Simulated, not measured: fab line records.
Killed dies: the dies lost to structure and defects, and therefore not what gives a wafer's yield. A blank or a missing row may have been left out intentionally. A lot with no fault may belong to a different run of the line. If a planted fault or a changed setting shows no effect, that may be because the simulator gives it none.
fab line records	flow n5_finfet
record lots=7	wafers=18	last_day=18
route steps=1938 shown MOL_CONTACT_COAG@569 BEOL_M4@1111
lots with no fault: from the same line, run without faults
start_h: hours from the record's opening day to when the first of the lot's shown wafers began	wait_h: hours elapsed since this lot's preceding step	" unchanged from the row above	L1.1+2: a row that stands for several wafers	- value missing, or start not given	* or withheld: withheld	< > ~ a bound
route shown NAME@n: NAME is a module with steps in the file, n the number in the route of the first one	usual: mean/standard deviation of fault-free wafers	same: alike in all rows	chamber/n: place in a boat	sites: each site's reading	_std_site: standard deviation of those values	_edge_site: mean of outer sites minus mean of inner sites	radius_mm: for every site, how far away it sits from the centre of the wafer	mask NAME#n: copy n	behind: the most recent tool/chamber to have shaped the wafer	hold: cause of the lot's hold/its duration in hours/its outcome	device: transistor that didn't switch, given as n, p or np	end of line: the route-end tests of the same wafers	step lacking rows: just its recipe	killed: dies that structure and defects cost at the first sort, which is not the same as the wafer's yield	map: the dies of a wafer, with x for killed, . for not killed, _ for no die there
set.NAME: the setting the step ran with; set.NAME@STEP: the setting that earlier step ran with	model.NAME: the simulator's own value behind a step, which no gauge read
lots at some steps of the route; a table a step, a row a wafer
services: when a tool's chamber went out of use (start_h, in hours from the record's first day, below 0 if earlier), for how many hours, and the reason
## steps
# step N5_MOL_CONTACT_COAG_SOFTBAKE_79
# recipe temp_c=110	time_s=60	resist=CAR-EUV
# step N5_MOL_CONTACT_COAG_EXPOSE_81
# recipe mask_id=VG	na=0.33	source_shape=annular	sigma_inner=0.3	sigma_outer=0.7	polarization=unpolarized	defocus_nm=0	dose_mj=59.5
# step N5_MOL_CONTACT_COAG_PEB_82
# recipe peb_temp_c=100	peb_time_s=60	resist=CAR-EUV
# step N5_MOL_CONTACT_COAG_DEVELOP_83
# recipe develop_time_s=30	developer=TMAH	resist=CAR-EUV	rinse_liquid=surfactant_rinse	dry=air_spin	dev_temp_c=23
# step N5_MOL_CONTACT_COAG_CD_MEAS_84
# recipe target_cd_nm=25.1	landing_energy_ev=500	detector=se_inlens	polarity=opening
# usual cd_nm=25.14/0.24
lot.wafer	tool	chamber	start_h	wait_h	cd_nm
L260.1	cd_sem-01	0	107.16	-	25.00
L260.4	"	0	"	"	25.04
L260.6	"	0	"	"	25.19
L261.1	cd_sem-02	0	120.46	-	25.38
L261.2	"	0	"	"	25.52
L261.3	"	0	"	"	24.89
L264.1	cd_sem-03	0	141.10	-	24.98
L264.4	"	0	"	"	25.28
L264.5	"	0	"	"	25.44
L266.1	cd_sem-03	0	144.00	-	25.05
L266.3	"	0	"	"	25.34
L266.6	"	0	"	"	25.07
L277.2	cd_sem-03	0	215.28	-	25.10
L277.4	"	0	"	"	25.42
L278.4	cd_sem-02	0	219.73	-	25.01
L278.6	"	0	"	"	24.99
L281.2	cd_sem-03	0	238.33	-	25.32
L281.4	"	0	"	"	25.67
# step N5_MOL_CONTACT_COAG_OVL_MEAS_85
# recipe points_per_wafer=522
# usual VG_OVL=0.3/0.68
lot.wafer	tool	chamber	start_h	wait_h	VG_OVL[nm]
L260.1	overlay-02	0	107.19	0.0	0.7
L260.4	"	0	"	"	1.2
L260.6	"	0	"	"	-0.3
L261.1	overlay-01	0	120.49	0.0	1.3
L261.2	"	0	"	"	-0.1
L261.3	"	0	"	"	0.3
L264.1	overlay-02	0	141.13	0.0	-0.1
L264.4	"	0	"	"	-0.6
L264.5	"	0	"	"	0.8
L266.1	overlay-02	0	144.03	0.0	0.1
L266.3	"	0	"	"	1.1
L266.6	"	0	"	"	-0.2
L277.2	overlay-02	0	215.32	0.0	-1.1
L277.4	"	0	"	"	-0.4
L278.4	overlay-02	0	219.78	0.0	-1.1
L278.6	"	0	"	"	-0.9
L281.2	overlay-01	0	238.37	0.0	0.4
L281.4	"	0	"	"	0.7
# step N5_MOL_CONTACT_COAG_INSPECT_57
# recipe mode=adi	inspect_instrument=brightfield
# usual raw_defect_count=220/66
lot.wafer	tool	chamber	start_h	wait_h	raw_defect_count
L260.1	defect_inspect-01	-	107.25	0.1	281
L260.4	"	-	"	"	306
L260.6	"	-	"	"	244
L261.1	defect_inspect-01	-	120.55	0.1	184
L261.2	"	-	"	"	184
L261.3	"	-	"	"	138
L264.1	defect_inspect-02	-	141.19	0.1	282
L264.4	"	-	"	"	213
L264.5	"	-	"	"	259
L266.1	defect_inspect-02	-	144.09	0.1	220
L266.3	"	-	"	"	317
L266.6	"	-	"	"	255
L277.2	defect_inspect-02	-	215.37	0.0	297
L277.4	"	-	"	"	355
L278.4	defect_inspect-01	-	219.82	0.0	151
L278.6	"	-	"	"	161
L281.2	defect_inspect-01	-	238.42	0.0	176
L281.4	"	-	"	"	159
# step N5_MOL_CONTACT_COAG_DESCUM_88
# recipe chemistry=O2	time_s=7	source_power_w=50	bias_power_w=20	pressure_mtorr=20	rf_frequency_hz=2.712e+07	temp_c=40	resist=CAR-EUV	o2_flow_sccm=225
# usual drypump_motor_current_A=5.5/0.31	oes_product_au=0.81/0.081	rf_vpp_V=243.7/1.2	showerhead_plenum_p_Torr=2.13/0.056	throttle_valve_pct=20.41/0.17
lot.wafer	tool	chamber	start_h	wait_h	drypump_motor_current_A	oes_product_au	rf_hours_counter_h	rf_vpp_V	showerhead_plenum_p_Torr	throttle_valve_pct
L260.1	rie_diel-01	0	107.28	0.0	5.3	0.91	36	244.9	2.22	20.13
L260.4	"	2	"	"	6.1	0.92	23	245.3	2.23	20.23
L260.6	"	0	"	"	5.3	0.91	-	246.8	2.22	20.15
L261.1	rie_diel-02	3	120.58	0.0	5.1	0.75	153	242.8	2.17	20.28
L261.2	"	1	"	"	4.7	0.84	78	243.4	2.12	20.62
L261.3	"	2	"	"	5.5	0.74	159	243.8	2.09	20.37
L264.1	rie_diel-02	2	141.22	0.0	5.5	0.73	168	243.4	2.09	20.38
L264.4	"	2	"	"	5.5	0.74	-	243.3	2.09	20.37
L264.5	"	3	"	"	5.1	0.75	-	243.8	2.17	20.30
L266.1	rie_diel-02	2	144.13	0.0	5.5	0.73	169	241.7	2.09	20.38
L266.3	"	3	"	"	5.1	0.74	163	246.0	2.17	20.29
L266.6	"	0	"	"	5.6	0.71	-	243.5	2.16	20.85
L277.2	rie_diel-02	3	215.41	0.0	5.1	0.73	186	244.2	2.16	20.32
L277.4	"	1	"	"	4.7	0.81	106	244.4	2.11	20.65
L278.4	rie_diel-04	3	220.05	0.2	5.6	0.86	-	242.1	2.13	20.45
L278.6	"	2	"	"	5.4	0.85	-	243.5	2.12	20.49
L281.2	rie_diel-04	3	238.93	0.5	5.6	0.84	71	243.8	2.12	20.48
L281.4	"	1	"	"	5.4	0.87	48	241.4	2.04	20.39
# step N5_MOL_CONTACT_COAG_ETCH_89
# recipe chemistry=N2/H2	target=underlayer	target_depth_a=130	mask_material=CAR-EUV	time_s=10.4	ion_energy_ev=200	pressure_mtorr=30	source_w=840	bias_w=150	n2_flow_sccm=200	h2_flow_sccm=200	ends=cleared
# usual drypump_motor_current_A=5.5/0.31	etch_rf_on_time_s=10.32/0.14	n2_flow_sccm=200.1/0.59	oes_product_au=0.69/0.069	rf_vpp_V=525.0/2	showerhead_plenum_p_Torr=2.58/0.069	throttle_valve_pct=17.81/0.18
lot.wafer	tool	chamber	start_h	wait_h	drypump_motor_current_A	etch_rf_on_time_s	n2_flow_sccm	oes_product_au	rf_hours_counter_h	rf_vpp_V	showerhead_plenum_p_Torr	throttle_valve_pct
L260.1	rie_diel-01	0	107.32	0.0	5.3	10.27	200.8	0.78	36	527.9	2.70	17.57
L260.4	"	2	"	"	6.0	10.22	199.9	0.79	23	528.0	2.70	17.51
L260.6	"	0	"	"	5.3	10.25	200.9	0.78	-	528.8	2.70	17.56
L261.1	rie_diel-02	3	120.62	0.0	5.1	10.38	201.0	0.65	153	527.3	2.65	17.73
L261.2	"	1	"	"	4.7	10.37	199.6	0.71	78	525.8	2.57	18.01
L261.3	"	2	"	"	5.5	10.43	200.0	0.64	159	524.6	2.53	17.72
L264.1	rie_diel-02	2	141.26	0.0	5.5	10.46	199.9	0.63	168	522.8	2.53	17.71
L264.4	"	2	"	"	5.5	10.53	199.1	0.62	-	523.5	2.53	17.71
L264.5	"	3	"	"	5.1	10.54	199.8	0.64	-	526.0	2.64	17.74
L266.1	rie_diel-02	2	144.16	0.0	5.5	10.51	200.3	0.63	169	523.9	2.53	17.71
L266.3	"	3	"	"	5.1	10.55	200.4	0.64	163	527.9	2.64	17.74
L266.6	"	0	"	"	5.6	10.34	200.0	0.60	-	526.6	2.63	18.35
L277.2	rie_diel-02	3	215.44	0.0	5.1	10.60	200.2	0.62	186	525.8	2.63	17.78
L277.4	"	1	"	"	4.7	10.46	199.6	0.69	106	525.5	2.56	18.04
L278.4	rie_diel-04	3	220.09	0.0	5.6	10.06	198.0	0.72	-	525.5	2.57	17.81
L278.6	"	2	"	"	5.4	10.16	200.4	0.72	-	524.1	2.58	17.91
L281.2	rie_diel-04	3	238.96	0.0	5.6	10.21	199.7	0.72	71	523.4	2.57	17.80
L281.4	"	1	"	"	5.4	10.25	199.7	0.73	48	522.3	2.48	17.86
# step N5_MOL_CONTACT_COAG_ETCH_90
# recipe chemistry=CF4	target=SiARC	target_depth_a=130	mask_material=CAR-EUV	time_s=21.7	ion_energy_ev=80	pressure_mtorr=40	source_w=545	bias_w=36	Ar_flow_sccm=100	cf4_flow_sccm=100	ends=cleared
# usual drypump_motor_current_A=5.5/0.31	etch_rf_on_time_s=21.50/0.29	mfc_ar_sccm=99.98/0.28	oes_product_au=0.70/0.07	rf_vpp_V=184.4/1.1	showerhead_plenum_p_Torr=2.17/0.055	throttle_valve_pct=15.57/0.18
lot.wafer	tool	chamber	start_h	wait_h	drypump_motor_current_A	etch_rf_on_time_s	mfc_ar_sccm	oes_product_au	rf_hours_counter_h	rf_vpp_V	showerhead_plenum_p_Torr	throttle_valve_pct
L260.1	rie_diel-01	0	107.34	0.0	5.3	21.51	99.80	0.78	36	184.6	2.27	15.31
L260.4	"	2	"	"	6.0	21.37	100.45	0.79	23	184.5	2.27	15.28
L260.6	"	0	"	"	5.2	21.36	99.95	0.78	-	185.3	2.27	15.31
L261.1	rie_diel-02	3	120.64	0.0	5.1	21.91	99.92	0.64	153	184.9	2.22	15.56
L261.2	"	1	"	"	4.7	21.44	100.00	0.72	78	183.6	2.16	15.75
L261.3	"	2	"	"	5.5	21.85	100.12	0.64	159	183.4	2.13	15.49
L264.1	rie_diel-02	2	141.28	0.0	5.5	21.82	99.93	0.63	168	184.8	2.13	15.52
L264.4	"	2	"	"	5.5	21.88	99.83	0.63	-	184.8	2.13	15.52
L264.5	"	3	"	"	5.1	21.97	100.33	0.64	-	185.8	2.22	15.56
L266.1	rie_diel-02	2	144.18	0.0	5.5	22.18	100.27	0.62	169	184.1	2.13	15.53
L266.3	"	3	"	"	5.1	22.09	99.72	0.63	163	186.3	2.22	15.56
L266.6	"	0	"	"	5.7	21.44	100.01	0.60	-	186.3	2.20	16.02
L277.2	rie_diel-02	3	215.46	0.0	5.1	22.08	100.10	0.62	186	184.7	2.21	15.62
L277.4	"	1	"	"	4.7	21.76	99.20	0.69	106	183.4	2.15	15.80
L278.4	rie_diel-04	3	220.14	0.0	5.6	21.16	100.15	0.72	-	184.4	2.17	15.58
L278.6	"	2	"	"	5.4	21.33	99.92	0.72	-	183.3	2.17	15.61
L281.2	rie_diel-04	3	238.98	0.0	5.6	21.20	99.80	0.72	71	184.2	2.17	15.60
L281.4	"	1	"	"	5.4	21.28	99.98	0.74	48	183.3	2.10	15.51
# step N5_MOL_CONTACT_COAG_ALD_131
# recipe material=SiO2	target_thk_a=50	temp_c=100	ald_precursor_family=BDEAS	ald_co_reactant=O2-plasma	pulse_time_s=1	co_reactant_pulse_time_s=1	purge_time_s=2	co_reactant_purge_time_s=2	ald_cycles=35	pressure_torr=2
# usual heater_power_w=79/6.2	precursor_pulse_height_rel=0.999/0.021
# same pulse_time_s=1
lot.wafer	tool	chamber	start_h	wait_h	heater_power_w	precursor_pulse_height_rel
L260.1	ald_sin-02	2	108.78	1.4	81	1.002
L260.4	"	0	"	"	80	0.982
L260.6	"	1	"	"	81	0.996
L261.1	ald_sin-01	1	120.72	0.1	86	0.986
L261.2	"	3	"	"	88	1.015
L261.3	"	0	"	"	87	1.019
L264.1	ald_sin-02	3	142.29	1.0	62	1.008
L264.4	"	1	"	"	83	1.000
L264.5	"	2	"	"	81	0.979
L266.1	ald_sin-03	3	144.47	0.3	73	1.027
L266.3	"	0	"	"	72	0.988
L266.6	"	1	"	"	75	1.016
L277.2	ald_sin-03	3	215.54	0.1	73	0.974
L277.4	"	0	"	"	73	1.022
L278.4	ald_sin-03	1	220.22	0.1	75	0.984
L278.6	"	2	"	"	83	1.018
L281.2	ald_sin-03	3	239.12	0.1	75	0.992
L281.4	"	2	"	"	82	1.014
# step N5_MOL_CONTACT_COAG_ETCHBACK_132
# recipe chemistry=CHF3	target=SiO2	target_depth_a=100	time_s=6.7	ion_energy_ev=200	pressure_mtorr=30	source_w=610	bias_w=170	Ar_flow_sccm=200	CHF3_flow_sccm=50
# usual drypump_motor_current_A=5.5/0.3	mfc_ar_sccm=200.0/0.66	oes_product_au=0.81/0.08	rf_vpp_V=524/7.7	showerhead_plenum_p_Torr=2.41/0.06	throttle_valve_pct=18.71/0.17
lot.wafer	tool	chamber	start_h	wait_h	drypump_motor_current_A	mfc_ar_sccm	oes_product_au	rf_hours_counter_h	rf_vpp_V	showerhead_plenum_p_Torr	throttle_valve_pct
L260.1	rie_diel-02	1	108.96	0.1	4.7	201.1	0.85	71	526	2.41	18.90
L260.4	"	2	"	"	5.5	200.0	0.74	152	534	2.38	18.61
L260.6	"	2	"	"	5.5	200.2	0.76	-	535	2.38	18.61
L261.1	rie_diel-02	0	121.18	0.4	5.7	200.9	0.71	202	526	2.45	19.07
L261.2	"	3	"	"	5.1	200.7	0.76	154	527	2.48	18.68
L261.3	"	1	"	"	4.7	199.3	0.85	79	525	2.41	18.91
L264.1	rie_diel-02	2	142.47	0.1	5.5	199.9	0.74	168	535	2.37	18.62
L264.4	"	3	"	"	5.1	199.7	0.74	-	528	2.48	18.68
L264.5	"	0	"	"	5.7	200.7	0.71	-	524	2.44	19.08
L266.1	rie_diel-04	0	144.67	0.1	5.7	200.4	0.71	208	520	2.35	18.87
L266.3	"	2	"	"	5.4	201.2	0.88	55	515	2.42	18.69
L266.6	"	2	"	"	5.4	201.0	0.87	-	515	2.42	18.71
L277.2	rie_diel-04	2	215.72	0.1	5.4	199.6	0.84	79	514	2.41	18.74
L277.4	"	2	"	"	5.5	199.8	0.85	-	514	2.41	18.74
L278.4	rie_diel-04	2	220.42	0.1	5.4	200.3	0.85	-	514	2.41	18.73
L278.6	"	3	"	"	5.6	200.2	0.85	-	521	2.41	18.75
L281.2	rie_diel-04	0	239.34	0.1	5.7	200.7	0.69	239	520	2.34	18.90
L281.4	"	2	"	"	5.4	199.8	0.83	87	514	2.41	18.75
# step N5_MOL_CONTACT_COAG_ETCH_91
# recipe chemistry=N2/H2	target=SOC	target_depth_a=600	overetch_a=210	mask_material=SiARC	temp_c=40	time_s=101.2	ion_energy_ev=200	pressure_mtorr=30	source_w=840	bias_w=150	n2_flow_sccm=200	h2_flow_sccm=200
# usual drypump_motor_current_A=5.5/0.31	n2_flow_sccm=200.0/0.57	oes_product_au=0.68/0.064	rf_vpp_V=524.9/1.9	showerhead_plenum_p_Torr=2.58/0.065	throttle_valve_pct=17.80/0.2
lot.wafer	tool	chamber	start_h	wait_h	drypump_motor_current_A	n2_flow_sccm	oes_product_au	rf_hours_counter_h	rf_vpp_V	showerhead_plenum_p_Torr	throttle_valve_pct	model.SiARC_of_MOL_CONTACT_COAG_COAT_76.thk_nm
L260.1	rie_diel-02	1	108.99	0.0	4.7	199.9	0.71	71	526.3	2.58	17.95	5.8
L260.4	"	2	"	"	5.5	199.5	0.63	152	524.3	2.53	17.66	5.8
L260.6	"	2	"	"	5.5	200.1	0.63	-	524.3	2.53	17.66	5.8
L261.1	rie_diel-02	0	121.22	0.0	5.7	199.9	0.59	202	526.7	2.64	18.29	5.8
L261.2	"	3	"	"	5.1	200.0	0.64	154	528.1	2.65	17.71	5.8
L261.3	"	1	"	"	4.7	199.8	0.71	79	526.9	2.57	17.97	5.8
L264.1	rie_diel-02	2	142.50	0.0	5.5	200.6	0.62	168	523.0	2.53	17.67	5.8
L264.4	"	3	"	"	5.1	200.8	0.63	-	526.9	2.64	17.71	5.8
L264.5	"	0	"	"	5.7	200.5	0.59	-	526.4	2.63	18.32	5.8
L266.1	rie_diel-04	0	144.70	0.0	5.7	200.4	0.60	208	522.0	2.51	17.86	5.8
L266.3	"	2	"	"	5.4	200.4	0.73	55	524.3	2.59	17.83	5.8
L266.6	"	2	"	"	5.5	201.0	0.72	-	525.9	2.59	17.84	5.8
L277.2	rie_diel-04	2	215.75	0.0	5.4	201.0	0.78	79	524.3	2.58	17.88	6.4
L277.4	"	2	"	"	5.4	200.5	0.78	-	522.7	2.58	17.88	6.4
L278.4	rie_diel-04	2	220.49	0.1	5.4	199.1	0.78	-	522.8	2.58	17.88	6.6
L278.6	"	3	"	"	5.6	200.9	0.69	-	524.8	2.57	17.77	5.8
L281.2	rie_diel-04	0	239.38	0.0	5.8	199.8	0.65	239	523.8	2.50	17.94	6.6
L281.4	"	2	"	"	5.4	200.9	0.78	87	525.7	2.57	17.89	6.6
# step N5_MOL_CONTACT_COAG_STRIP_92
# recipe chemistry=N2/H2	temp_c=40	n2_flow_sccm=200	h2_flow_sccm=200	rf_frequency_hz=6e+07
# step N5_BEOL_M4_RC_MEAS_101
# usual DIBL_N=36.2/1.2	DIBL_P=36.3/1.3	IOFF_N=0.155/0.019	IOFF_P=0.210/0.029	ION_N=677/8.6	ION_P=465/6.8	SS_N=71.4/0.48	SS_P=73.2/0.53	VT_N=249.9/2.4	VT_P=-250/3.2
lot.wafer	tool	chamber	start_h	wait_h	DIBL_N[mV/V]	DIBL_P[mV/V]	IOFF_N[nA/um]	IOFF_P[nA/um]	ION_N[uA/um]	ION_P[uA/um]	SS_N[mV/dec]	SS_P[mV/dec]	VT_N[mV]	VT_P[mV]
L260.1	prober-02	0	164.41	0.0	37.0	38.1	0.186	0.255	703	479	71.3	74.4	242.8	-246
L260.4	"	0	"	"	36.0	36.2	0.160	0.230	678	470	71.3	73.4	245.2	-247
L260.6	"	0	"	"	34.6	34.7	0.137	0.204	680	469	70.7	73.1	250.8	-249
L261.1	prober-01	0	187.68	0.0	33.5	33.4	0.115	0.167	666	460	70.0	72.9	253.5	-253
L261.2	"	0	"	"	36.2	37.8	0.177	0.238	681	471	71.1	73.6	249.4	-249
L261.3	"	0	"	"	34.9	35.6	0.138	0.198	680	468	70.9	73.4	252.1	-249
L264.1	prober-02	0	216.13	0.0	34.9	35.8	0.154	0.217	693	471	71.2	72.6	249.1	-247
L264.4	"	0	"	"	34.4	34.1	0.138	0.199	679	464	71.4	73.3	249.7	-249
L264.5	"	0	"	"	36.1	37.7	0.175	0.253	686	480	71.2	73.4	246.2	-248
L266.1	prober-02	0	233.22	0.0	36.7	36.5	0.170	0.264	670	465	72.4	73.8	245.2	-243
L266.3	"	0	"	"	34.9	33.8	0.143	0.213	677	466	70.8	73.2	250.1	-249
L266.6	"	0	"	"	35.1	34.1	0.148	0.218	676	469	71.9	72.7	249.4	-246
L277.2	prober-02	0	285.07	0.2	35.9	36.4	0.171	0.222	679	466	71.4	73.7	246.4	-249
L277.4	"	0	"	"	34.9	35.4	0.147	0.206	673	465	71.1	73.6	248.3	-249
L278.4	prober-02	0	304.20	0.5	34.2	34.3	0.115	0.157	675	459	70.7	72.1	252.4	-255
L278.6	"	0	"	"	35.7	36.6	0.144	0.180	679	456	72.0	72.5	248.1	-252
L281.2	prober-02	0	322.93	0.2	35.8	33.9	0.136	0.171	666	457	71.1	72.9	251.7	-254
L281.4	"	0	"	"	36.1	33.6	0.143	0.177	672	460	71.0	73.5	252.1	-252
## services
tool	chamber	start_h	hours	kind
ald_sin-02	-	85.25	14.0	pm
ald_sin-02	0	85.25	14.0	vent_cycle
ald_sin-02	1	85.25	14.0	vent_cycle
ald_sin-02	2	85.25	14.0	vent_cycle
ald_sin-02	3	85.25	14.0	vent_cycle
rie_diel-04	-	89.16	0.4	repair
ald_sin-01	-	93.32	1.1	repair
ald_sin-02	0	99.25	-	clean
ald_sin-03	-	100.64	0.4	repair
rie_diel-02	0	113.52	7.3	repair
rie_diel-01	1	136.85	10.3	repair
rie_diel-02	1	137.28	9.5	repair
rie_diel-04	3	144.66	14.2	repair
rie_diel-02	-	159.50	1.4	repair
ald_sin-01	-	177.28	1.1	repair
rie_diel-01	0	183.85	7.7	repair
rie_diel-02	3	195.74	3.8	repair
ald_sin-01	3	200.20	3.2	repair
rie_diel-04	1	207.48	14.3	repair
rie_diel-04	-	209.64	0.6	repair
rie_diel-04	0	217.81	6.3	repair
rie_diel-02	2	227.15	4.2	repair
ald_sin-01	2	237.46	3.8	repair
rie_diel-01	-	238.63	15.6	pm
## key
first_sign none at tools or gauges
model_effect step=N5_MOL_CONTACT_COAG_ETCH_91	value=SiARC_of_MOL_CONTACT_COAG_COAT_76.thk_nm	without=5.88	struck=6.52
met_at N5_MOL_CONTACT_COAG_ETCH_91
struck_wafers L277.2,L277.4,L278.4,L281.2,L281.4
onset_between 144.70 215.75
fault kind=process_parameter_drift	tool=rie_diel-04	chamber=-	onset_h=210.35	steps=N5_MOL_CONTACT_COAG_ETCH_91	channel=target_depth_a	offset=-136.4	shape=step	end_h=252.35	scope=struck_wafers_only	acts_in=these_recipes_only	stated=600
